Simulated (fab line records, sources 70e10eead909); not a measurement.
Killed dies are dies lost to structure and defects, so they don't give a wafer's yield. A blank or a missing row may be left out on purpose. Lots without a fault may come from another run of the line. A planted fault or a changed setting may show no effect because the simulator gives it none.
A struck lot beside a sound one | flow nand_harc | 17 steps out of a route of 1159
Sound: wafers L418.1, L418.3, L418.5. Struck: wafers L409.1, L409.4, L409.5. The cause comes at the end.
At each step with rows: each side's tool, then ch and its chambers, then its first start. Under that, the readings that differ: sound wafers | struck wafers | difference of the means | sigmas: that difference in standard deviations of wafers without a fault.
alike: readings whose means differ by less than 2 such deviations, and words and numbers that are the same on both sides. not compared: withheld readings, readings that some wafer has no value for, bounds like >300 that may hide the same value, and numbers for which the record gives no deviation and whose values overlap.
The two part at a step that has a row with sigmas, a row that says differs or no value, or rows on one side only. Numbers that don't overlap but have no deviation are shown without sigmas and don't part them. A reading that every wafer of one side lacks parts them only if that side has two wafers or more.

NHARC_A_WL_FILL_INSPECT_15:
  sound on defect_inspect-01, day 20 02:32; struck on defect_inspect-01, day 17 20:19
  alike: raw_defect_count
NHARC_A_CONTACT_DEP_24: deposits SiO2, target thk 500 nm.
  sound on pecvd-02 ch 1,2, day 20 02:36; struck on pecvd-03 ch 0,1,2, day 17 20:30
  alike: heater_power_w, mfc_precursor_sccm, throttle_valve_pct
NHARC_A_CONTACT_DEP_28: deposits aC, target thk 3600 nm.
  sound on acl_dep-02 ch 0, day 20 07:40; struck on acl_dep-02 ch 0, day 18 01:38
  alike: throttle_valve_pct
NHARC_A_CONTACT_DEP_29: deposits SiON, target thk 70 nm.
  sound on pecvd-02 ch 0,2, day 20 09:51; struck on pecvd-03 ch 0,2, day 18 03:55
  alike: heater_power_w
then, 7 steps without rows for these wafers: NHARC_A_CONTACT_DEHYDRATE_32 (time 120 s); NHARC_A_CONTACT_HMDS_33 (time 30 s); NHARC_A_CONTACT_COAT_34 (time 75 s); NHARC_A_CONTACT_COAT_35 (time 65 s); NHARC_A_CONTACT_COAT_36 (resist thk 90 nm); NHARC_A_CONTACT_SOFTBAKE_37 (time 55 s); NHARC_A_CONTACT_EBR_38.
NHARC_A_CONTACT_EXPOSE_39: exposes mask A CC 3.
  sound on arfi_scanner-01 ch 0, day 20 10:28; struck on arfi_scanner-03 ch 0, day 18 04:26
  reading                           | sound                | struck      | difference | sigmas
  model.A_CONTACT.overlay_x_nm (nm) | -1.039 -1.039 -1.039 | 6.3 6.3 6.3 | +7.3       |
  alike: mask
then, 2 steps without rows for these wafers: NHARC_A_CONTACT_PEB_40 (peb time 65 s); NHARC_A_CONTACT_DEVELOP_41 (develop time 35 s).
NHARC_A_CONTACT_CD_MEAS_42: target cd 200 nm.
  sound on cd_sem-01 ch 0, day 20 10:36; struck on cd_sem-03 ch 0, day 18 04:35
  alike: cd_nm
NHARC_A_CONTACT_OVL_MEAS_43:
  sound on overlay-01, day 20 10:41; struck on overlay-01, day 18 04:40
  reading           | sound          | struck      | difference | sigmas
  overlay_x_nm (nm) | -1.1 -1.1 -0.6 | 6.5 6.4 6.7 | +7.5       | +11
  overlay_y_nm (nm) | -1.6 -1.7 -2.0 | 1.0 1.4 0.7 | +2.8       | +3
NHARC_A_CONTACT_INSPECT_44:
  sound on defect_inspect-01, day 20 10:43; struck on defect_inspect-02, day 18 04:42
  alike: raw_defect_count

WHERE THEY PART
Only at NHARC_A_CONTACT_OVL_MEAS_43, within this record. Later steps at which nothing parts them and some readings are alike: NHARC_A_CONTACT_INSPECT_44.

WHY: what the simulator had put in
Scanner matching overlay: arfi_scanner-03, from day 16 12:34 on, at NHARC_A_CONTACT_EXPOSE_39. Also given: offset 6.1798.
